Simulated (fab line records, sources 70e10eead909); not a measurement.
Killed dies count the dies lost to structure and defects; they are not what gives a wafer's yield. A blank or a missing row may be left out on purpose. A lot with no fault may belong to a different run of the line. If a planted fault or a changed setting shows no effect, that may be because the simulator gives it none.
Comparing a struck lot with a sound one || flow nand-harc || 23 steps out of a route of 1302
Sound: these wafers, L876.1, L876.2, L876.6. Struck: wafer L879.3 (left out: L879.4, L879.5 of the same lot, which were not struck); the cause appears at the end.
Each step with rows lists, per side, the tool, then ch with its chambers, then its first start. Under that, the readings that differ: sound wafers || struck wafers || difference of the means || sigmas: that difference in standard deviations of wafers without a fault.
alike: same words and numbers on both sides, and readings whose means sit less than 2 such deviations apart. not compared: any withheld reading, any reading some wafer has no value for, any bound like >300 that may hide the same value, and any number with overlapping values for which the record gives no deviation.
A row with sigmas, a row that says differs or no value, or rows on one side alone: a step with any of these is where the two part. Numbers that don't overlap but have no deviation are shown without sigmas and don't part them. A reading missing from all wafers of one side parts the sides only when that side holds two or more wafers.

NHARC_P_M1_INSPECT_27:
  sound on defect-inspect-01 at day 10 01:37; struck on defect-inspect-02 at day 11 07:36
  alike: raw-defect-count
NHARC_P_M1_PRE_CLEAN_32: time 12 s.
  sound on pecvd-03 ch 0,1,2, day 10 01:41; struck on pecvd-01 ch 0, day 11 07:41
{"reading": "heater-power-w (W)", "sound": "600 635 598", "struck": 732, "difference": "+121", "sigmas": "+2"}
  alike: rf-fwd-power-W
NHARC_P_M1_DEP_33: deposits SiCN, target thk 30 nm.
  sound on pecvd-03 ch 0,1,2, day 10 01:46; struck on pecvd-01 ch 0, day 11 07:47
  alike: heater-power-w, rf-fwd-power-W
then, 8 steps without rows for these wafers: NHARC_P_M2_DEP_00 (deposits SiOC, target thk 182.5 nm); NHARC_P_M2_DEHYDRATE_01 (time 120 s); NHARC_P_M2_HMDS_02 (time 30 s); NHARC_P_M2_COAT_34 (time 65 s); NHARC_P_M2_COAT_03 (resist thk 90 nm); NHARC_P_M2_SOFTBAKE_04 (time 55 s); NHARC_P_M2_EBR_05; NHARC_P_M2_EXPOSE_06 (exposes mask P M2, target cd 170 nm).
NHARC_P_M2_PEB_07: peb time 65 s.
  sound on litho-track-04 ch 0, day 10 02:48; struck on litho-track-04 ch 0, day 11 08:47
{"reading": "heater-power-total-W (W)", "sound": "157.1 156.7 156.6", "struck": 296.1, "difference": "+139.3", "sigmas": "+99 or more"}
then, 1 step without rows for these wafers: NHARC_P_M2_DEVELOP_08 (develop time 35 s).
NHARC_P_M2_CD_MEAS_09: the cd target is 170 nm.
  sound on cd-sem-01 ch 0, day 10 02:53; struck on cd-sem-01 ch 0, day 11 08:52
{"reading": "cd-nm (nm)", "sound": "170.2 170.1 170.9", "struck": 122.3, "difference": -48.1, "sigmas": -80}
NHARC_P_M2_OVL_MEAS_10: pitch 340 nm.
  sound on overlay-01 at day 10 02:58; struck on overlay-02 at day 11 08:58
  alike: overlay-x-nm, overlay-y-nm
NHARC_P_M2_INSPECT_11:
  sound on defect-inspect-01 at day 10 03:00; struck on defect-inspect-02 at day 11 08:59
  alike: raw-defect-count
NHARC_P_M2_DESCUM_14: chemistry O2, time 3 s.
  sound on rie-diel-06 ch 2,3, day 10 03:04; struck on rie-diel-06 ch 3, day 11 09:03
{"reading": "model.P_M2.cd-nm (nm)", "sound": "170.6 169.2 171.6", "struck": 121.9, "difference": -48.6, "sigmas": ""}
  alike: drypump-motor-current-A, oes-product-au, rf-vpp-V, showerhead-plenum-p-Torr, throttle-valve-pct
  not compared: rf-hours-counter-h
NHARC_P_M2_ETCH_35: etches the open film in N2/H2, target depth 40 nm, overetch 12 nm, time 43.94 s.
  sound on rie-diel-06 ch 1,2, day 10 03:09; struck on rie-diel-06 ch 1, day 11 09:08
{"reading": "rf-fwd-power-W (W)", "sound": "393.9 398.2 395.5", "struck": 392.3, "difference": -3.6, "sigmas": -2}
  alike: drypump-motor-current-A, oes-product-au, rf-vpp-V, showerhead-plenum-p-Torr, throttle-valve-pct
  not compared: rf-hours-counter-h
NHARC_P_M2_ETCH_15: etches the open film in C4F8/Ar, target depth 182.5 nm, time 91.2 s.
  sound on rie-diel-06 ch 0,1,3; struck on rie-diel-06 ch 1
  alike: oes-product-au, rf-fwd-power-W, rf-vpp-V
  not compared: rf-hours-counter-h
NHARC_P_M2_CD_MEAS_16:
  sound on cd-sem-02 at day 10 03:22; struck on cd-sem-03 at day 11 09:22
{"reading": "cd-nm (nm)", "sound": "170.1 168.3 170.3", "struck": 121.4, "difference": -48.2, "sigmas": -60}
NHARC_P_M2_STRIP_18: strips in N2/H2.
  sound on rie-diel-04 ch 0,1,3, day 10 03:28; struck on rie-diel-13 ch 2, day 11 09:27
{"reading": "rf-vpp-V (V)", "sound": "91.4 92.2 90.8", "struck": 89.5, "difference": -2.0, "sigmas": -2}
{"reading": "showerhead-plenum-p-Torr (Torr)", "sound": "2.04 2.12 2.03", "struck": 1.92, "difference": -0.14, "sigmas": -2}
  alike: drypump-motor-current-A, oes-product-au, rf-fwd-power-W, throttle-valve-pct
  not compared: rf-hours-counter-h
NHARC_P_M2_ETCH_28: etches the open film in CF4/N2, target depth 30 nm, time 72.99 s.
  sound on rie-diel-04 ch 2,3; struck on rie-diel-13 ch 0
{"reading": "model.P_M2.cd-nm (nm)", "sound": "170.3 168.5 170.7", "struck": 121.3, "difference": -48.5, "sigmas": ""}
  alike: drypump-motor-current-A, oes-product-au, rf-fwd-power-W, rf-vpp-V, showerhead-plenum-p-Torr, throttle-valve-pct
  not compared: rf-hours-counter-h
then, 1 step without rows for these wafers: NHARC_P_M2_STRIP_19 (strips in post etch residue remover, time 600 s).

WHERE THEY PART
First at NHARC_P_M1_PRE_CLEAN_32; last, within this record, at NHARC_P_M2_STRIP_18. Later steps at which nothing parts them and some readings are alike: NHARC_P_M2_ETCH_28.

WHY: what the simulator had put in
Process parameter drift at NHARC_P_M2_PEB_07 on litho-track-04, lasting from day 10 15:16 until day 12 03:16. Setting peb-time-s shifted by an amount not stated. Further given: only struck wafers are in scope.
